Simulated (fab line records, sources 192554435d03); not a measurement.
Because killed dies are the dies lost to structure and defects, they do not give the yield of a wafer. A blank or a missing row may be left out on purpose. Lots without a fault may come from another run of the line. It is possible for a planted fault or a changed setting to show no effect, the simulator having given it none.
Matching of chambers + flow n5_finfet + rie_diel-03 running N5_GATE_CUT_ETCH_37: 4 sister chambers
The step etches SOC in N2/H2, target depth 60 nm, overetch 12 nm, time 90 s. 4 wafers are shown with their chamber, then 11 later ones without.

EACH WAFER AND ITS CHAMBER
| wafer  | chamber | showerhead_plenum_p_Torr (Torr) |
|--------|---------|---------------------------------|
| L086.2 | 1       | 2.60                            |
| L086.3 | 2       | 2.44                            |
| L086.6 | 0       | 2.43                            |
| L090.1 | 3       | 2.46                            |

WAFERS WHOSE CHAMBER IS MISSING
| wafer  | showerhead_plenum_p_Torr (Torr) |
|--------|---------------------------------|
| L090.3 | 2.44                            |
| L090.4 | 2.42                            |
| L094.1 | 2.42                            |
| L094.5 | 2.44                            |
| L094.6 | 2.60                            |
| L096.1 | 2.43                            |
| L096.4 | 2.42                            |
| L096.5 | 2.45                            |
| L097.1 | 2.42                            |
| L097.3 | 2.43                            |
| L097.5 | 2.59                            |

EACH ONE'S CHAMBER
| wafer  | from the rows above          | in truth |
|--------|------------------------------|----------|
| L090.3 | can't be placed: 2 or 0      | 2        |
| L090.4 | can't be placed: 0 or 2      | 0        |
| L094.1 | can't be placed: 0 or 2      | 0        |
| L094.5 | can't be placed: 2 or 0      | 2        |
| L094.6 | 1                            | 1        |
| L096.1 | can't be placed: 0 or 2      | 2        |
| L096.4 | can't be placed: 0 or 2      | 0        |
| L096.5 | can't be placed: 3 or 2 or 0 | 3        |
| L097.1 | can't be placed: 0 or 2      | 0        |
| L097.3 | can't be placed: 0 or 2      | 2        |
| L097.5 | 1                            | 1        |
2 of 11 placed correctly. Not placeable from these rows: 9 (in 9, the candidates include the true chamber). Number placed wrongly: 0.
How it was worked out, from the rows above alone: a wafer's distance from a chamber is the root of the sum, over the readings, of the square of ((its reading less the chamber's mean) divided by the reading's scatter). If the next closest chamber is less than 2 further off than the closest, the wafer can't be placed; otherwise it belongs to the closest. A chamber's mean is the mean of its shown wafers. The scatter (one wafer shown for each chamber): square how far every hidden wafer sits from the nearest shown wafer, average those squares and take the square root.
